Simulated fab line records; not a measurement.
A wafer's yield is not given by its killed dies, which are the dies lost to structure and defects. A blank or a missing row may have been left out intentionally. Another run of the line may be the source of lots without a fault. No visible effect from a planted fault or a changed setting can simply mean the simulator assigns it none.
Split-lot experiment ; flow n5-finfet ; 21 wafers read across 7 lots, on a route 1938 steps long

## ON THE SPLIT
At N5_BEOL_M15_SPUTTER_44 (material Ta, target thk 15 nm, time 24.19 s), the setting power-w was moved away from the recipe's 15000 W on 6 of the 21 wafers read, by -16.8% to +17.7%. This setting was run at the recipe's value on the other wafers.

Reading taken at the split's own step.

## THE READING
Ta_of_BEOL_M15_SPUTTER_44.thk-nm (the simulator's own value, which no gauge read), in nm, at N5_BEOL_M15_SPUTTER_44 (material Ta, target thk 15 nm, time 24.19 s). There is no usual value for it anywhere in the file. Here, 15 wafers ran the recipe; their average is 14.9 nm with a standard deviation of 0.19 nm.

wafer;tool, chamber at the split;power-w as run, W;against the recipe;Ta_of_BEOL_M15_SPUTTER_44.thk-nm, nm;against lot-mates on the recipe
L074.3;pvd-sputter-03, -;15000;recipe;14.8;-
L074.4;pvd-sputter-03, -;15000;recipe;15;-
L074.6;pvd-sputter-03, -;15000;recipe;15.2;-
L077.1;pvd-sputter-03, -;15000;recipe;15;-
L077.2;pvd-sputter-03, -;15000;recipe;15;-
L077.5;pvd-sputter-03, -;15000;recipe;15;-
L078.3;pvd-sputter-01, -;15000;recipe;15.2;-
L078.5;pvd-sputter-01, -;12480;-16.8%;12.4;-2.8
L078.6;pvd-sputter-01, -;12480;-16.8%;12.6;-2.6
L081.1;pvd-sputter-03, -;15000;recipe;14.6;-
L081.2;pvd-sputter-03, -;15000;recipe;14.6;-
L081.4;pvd-sputter-03, -;15000;recipe;14.8;-
L082.4;pvd-sputter-01, -;13530;-9.8%;13.6;-1.6
L082.5;pvd-sputter-01, -;15000;recipe;15.2;-
L082.6;pvd-sputter-01, -;13530;-9.8%;13.4;-1.8
L084.2;pvd-sputter-01, -;13680;-8.8%;13.8;-1.1
L084.5;pvd-sputter-01, -;15000;recipe;15;-
L084.6;pvd-sputter-01, -;15000;recipe;14.8;-
L095.1;pvd-sputter-03, -;15000;recipe;14.8;-
L095.3;pvd-sputter-03, -;15000;recipe;14.8;-
L095.2;pvd-sputter-03, -;17650;+17.7%;17.4;+2.6

FIT RESULTS
A straight line over all 21 wafers: Ta_of_BEOL_M15_SPUTTER_44.thk-nm changes by +0.142 nm for each +1% of power-w; r = +0.99; the points scatter about the line by 0.18 nm.
The same after taking each lot's own level away (the mean of its wafers on the recipe; 21 wafers): +0.156 nm for each +1%; r = +0.99; scatter 0.13 nm.
The reading moves by 2.8 nm for the largest change in power-w, on that fit.
The lots' own levels span 14.67 to 15.20 nm, that is 2.8 times the standard deviation above.
Hence the lot-to-lot level has little effect on the slope; both slopes agree.
Check: +2.84 nm against its lot-mates is what the line predicts for one of the wafers moved furthest among these (+17.7%) when that wafer is left out of the fit. It came out at +2.6 nm against them.

## FURTHER SPLITS ON THESE WAFERS
Before the reading, these wafers also passed through other splits. Each is held against what the fit with the lots' levels taken away leaves over:
other split on the same wafers;wafers away from the commonest value;r with Ta_of_BEOL_M15_SPUTTER_44.thk-nm (lot level and that fit taken away)
N5_BEOL_M11_COAT_05 spin-rpm;5;+0.21
N5_BEOL_M12_SPUTTER_44 time-s;9;+0.11
N5_BEOL_M14_EXPOSE_07 dose-mj;8;+0.04
N5_BEOL_M14_DESCUM_15 time-s;10;+0.30
N5_BEOL_M15_TRENCH_ETCH_34 bias-w;6;-0.05

## FILE'S OWN FIT
Ta_of_BEOL_M15_SPUTTER_44.thk-nm changes by +0.153 nm for each +1% of power-w, r = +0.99.
